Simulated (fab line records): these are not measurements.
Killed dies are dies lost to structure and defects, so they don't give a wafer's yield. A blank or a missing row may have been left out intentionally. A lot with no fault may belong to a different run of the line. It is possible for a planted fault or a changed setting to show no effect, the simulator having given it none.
Matching of chambers | flow n5 finfet | 4 sister chambers for N5_PMOS_HMC_CHANNEL_EPI_ETCH_32 on rie diel-02
The step etches BARC in N2/H2, stops on SiO2, target depth 85.8 nm, time 50.3 s. 14 wafers are shown with their chamber, then 7 later ones without.

## EACH WAFER AND ITS CHAMBER
wafer  | chamber | drypump motor current A (A) | showerhead plenum p Torr (Torr) | throttle valve pct (%)
L074.1 | 3       | 5.5                         | 2.56                            | 17.92
L074.2 | 2       | 5.5                         | 2.47                            | 17.58
L074.3 | 1       | 6.3                         | 2.70                            | 18.15
L082.1 | 0       | 5.4                         | 2.62                            | 17.85
L082.4 | 3       | 5.5                         | 2.55                            | 17.93
L082.5 | 2       | 5.5                         | 2.47                            | 17.63
L085.1 | 2       | 5.5                         | 2.47                            | 17.63
L085.4 | 0       | 5.4                         | 2.62                            | 17.85
L085.6 | 2       | 5.5                         | 2.47                            | 17.62
L087.3 | 0       | 5.4                         | 2.61                            | 17.85
L087.4 | 2       | 5.5                         | 2.47                            | 17.63
L087.6 | 3       | 5.5                         | 2.55                            | 17.94
L090.1 | 2       | 5.5                         | 2.46                            | 17.64
L090.2 | 3       | 5.6                         | 2.55                            | 17.97

SIGNATURES, as means of the wafers listed above
reading                  | chamber 0 | chamber 1 | chamber 2 | chamber 3 | scatter within a chamber
drypump motor current A  | 5.400     | 6.300     | 5.500     | 5.525     | 0.0274
showerhead plenum p Torr | 2.6167    | 2.7000    | 2.4683    | 2.5525    | 0.00474
throttle valve pct       | 17.8500   | 18.1500   | 17.6217   | 17.9400   | 0.0192
Rule: distance of a wafer from a chamber = root of the sum over the readings of ((wafer's reading minus chamber's mean) / reading's scatter) squared. The wafer belongs to the nearest chamber; if the next one is less than 2 further off, it can't be placed. The scatter: the root of (the sum of the squares of (reading less its chamber's mean) over the shown wafers, divided by (wafers less chambers)).

## WAFERS WHOSE CHAMBER IS MISSING
wafer  | drypump motor current A (A) | showerhead plenum p Torr (Torr) | throttle valve pct (%)
L090.3 | 6.3                         | 2.69                            | 18.19
L091.1 | 5.4                         | 2.61                            | 17.86
L091.4 | 6.3                         | 2.69                            | 18.20
L091.6 | 5.4                         | 2.61                            | 17.88
L096.1 | 5.5                         | 2.46                            | 17.66
L096.2 | 6.3                         | 2.69                            | 18.19
L096.5 | 5.5                         | 2.46                            | 17.66

## CHAMBER TAKEN BY EACH
wafer  | from the rows above | in truth
L090.3 | 1                   | 1
L091.1 | 0                   | 0
L091.4 | 1                   | 1
L091.6 | 0                   | 0
L096.1 | 2                   | 2
L096.2 | 1                   | 1
L096.5 | 2                   | 2
Correct placement for 7 of the 7. Number that these rows cannot place: 0. 0 placed wrongly.
